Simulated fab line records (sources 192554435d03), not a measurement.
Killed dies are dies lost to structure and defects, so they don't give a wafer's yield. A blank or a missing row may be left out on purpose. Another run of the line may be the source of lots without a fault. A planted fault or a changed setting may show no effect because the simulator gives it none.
Matching of chambers :: flow n5 finfet :: pecvd-04 running N5_ZERO_LAYER_PECVD_02: 3 sister chambers
The step deposits SiO2 from SiH4/N2O, target thk 10 nm, time 6 s. 18 wafers are shown with their chamber, then 9 later ones without.

== WAFERS, EACH WITH ITS CHAMBER ==
wafer: L074.1
chamber: 2
showerhead plenum p Torr (Torr): 8.03
showerhead vpp V (V): 1016
heater power w (W): 604

wafer: L074.3
chamber: 0
showerhead plenum p Torr (Torr): 7.96
showerhead vpp V (V): 1021
heater power w (W): 741

wafer: L074.5
chamber: 2
showerhead plenum p Torr (Torr): 8.05
showerhead vpp V (V): 1009
heater power w (W): 586

wafer: L077.1
chamber: 2
showerhead plenum p Torr (Torr): 8.07
showerhead vpp V (V): 1010
heater power w (W): 628

wafer: L077.4
chamber: 2
showerhead plenum p Torr (Torr): 8.05
showerhead vpp V (V): 1010
heater power w (W): 615

wafer: L077.6
chamber: 0
showerhead plenum p Torr (Torr): 7.96
showerhead vpp V (V): 1004
heater power w (W): 718

wafer: L084.4
chamber: 2
showerhead plenum p Torr (Torr): 8.05
showerhead vpp V (V): 1018
heater power w (W): 677

wafer: L084.5
chamber: 0
showerhead plenum p Torr (Torr): 7.96
showerhead vpp V (V): 1025
heater power w (W): 726

wafer: L084.6
chamber: 1
showerhead plenum p Torr (Torr): 8.25
showerhead vpp V (V): 983
heater power w (W): 704

wafer: L086.3
chamber: 0
showerhead plenum p Torr (Torr): 7.95
showerhead vpp V (V): 998
heater power w (W): 688

wafer: L086.5
chamber: 1
showerhead plenum p Torr (Torr): 8.25
showerhead vpp V (V): 975
heater power w (W): 627

wafer: L086.6
chamber: 0
showerhead plenum p Torr (Torr): 7.97
showerhead vpp V (V): 999
heater power w (W): 688

wafer: L088.2
chamber: 1
showerhead plenum p Torr (Torr): 8.25
showerhead vpp V (V): 983
heater power w (W): 718

wafer: L088.5
chamber: 2
showerhead plenum p Torr (Torr): 8.06
showerhead vpp V (V): 1029
heater power w (W): 590

wafer: L088.6
chamber: 1
showerhead plenum p Torr (Torr): 8.24
showerhead vpp V (V): 1003
heater power w (W): 689

wafer: L089.1
chamber: 2
showerhead plenum p Torr (Torr): 8.06
showerhead vpp V (V): 1011
heater power w (W): 671

wafer: L089.2
chamber: 0
showerhead plenum p Torr (Torr): 7.96
showerhead vpp V (V): 1012
heater power w (W): 722

wafer: L089.3
chamber: 1
showerhead plenum p Torr (Torr): 8.26
showerhead vpp V (V): 978
heater power w (W): 679

SIGNATURES, as means of the wafers listed above
reading: showerhead plenum p Torr
chamber 0: 7.9600
chamber 1: 8.2500
chamber 2: 8.0529
scatter within a chamber: 0.00946

reading: showerhead vpp V
chamber 0: 1009.83
chamber 1: 984.40
chamber 2: 1014.71
scatter within a chamber: 9.79

reading: heater power w
chamber 0: 713.83
chamber 1: 683.40
chamber 2: 624.43
scatter within a chamber: 31.9
Rule: a wafer lies at a distance from a chamber equal to the root of the sum of squares, over the readings, of (its reading less the chamber's mean, divided by the reading's scatter). The wafer belongs to the nearest chamber; if the next one is less than 2 further off, it can't be placed. The scatter is the square root of a quotient: the sum, over the shown wafers, of each reading's squared deviation from its chamber's mean, divided by wafers minus chambers.

== WAFERS WITHOUT THEIR CHAMBER ==
wafer: L094.1
showerhead plenum p Torr (Torr): 8.25
showerhead vpp V (V): 961
heater power w (W): 605

wafer: L094.5
showerhead plenum p Torr (Torr): 7.97
showerhead vpp V (V): 1006
heater power w (W): 780

wafer: L094.6
showerhead plenum p Torr (Torr): 8.25
showerhead vpp V (V): 968
heater power w (W): 630

wafer: L095.4
showerhead plenum p Torr (Torr): 8.05
showerhead vpp V (V): 998
heater power w (W): 696

wafer: L095.5
showerhead plenum p Torr (Torr): 7.94
showerhead vpp V (V): 1001
heater power w (W): 800

wafer: L095.6
showerhead plenum p Torr (Torr): 8.27
showerhead vpp V (V): 1000
heater power w (W): 656

wafer: L097.3
showerhead plenum p Torr (Torr): 8.27
showerhead vpp V (V): 984
heater power w (W): 703

wafer: L097.4
showerhead plenum p Torr (Torr): 8.08
showerhead vpp V (V): 1014
heater power w (W): 696

wafer: L097.5
showerhead plenum p Torr (Torr): 8.25
showerhead vpp V (V): 982
heater power w (W): 705

== WHICH CHAMBER EACH WENT THROUGH ==
wafer: L094.1
from the rows above: 1
in truth: 1

wafer: L094.5
from the rows above: 0
in truth: 0

wafer: L094.6
from the rows above: 1
in truth: 1

wafer: L095.4
from the rows above: 2
in truth: 2

wafer: L095.5
from the rows above: 0
in truth: 0

wafer: L095.6
from the rows above: 1
in truth: 1

wafer: L097.3
from the rows above: 1
in truth: 1

wafer: L097.4
from the rows above: 2
in truth: 2

wafer: L097.5
from the rows above: 1
in truth: 1
Correctly placed: 9 of 9. Can't be placed from these rows: 0. 0 placed wrongly.
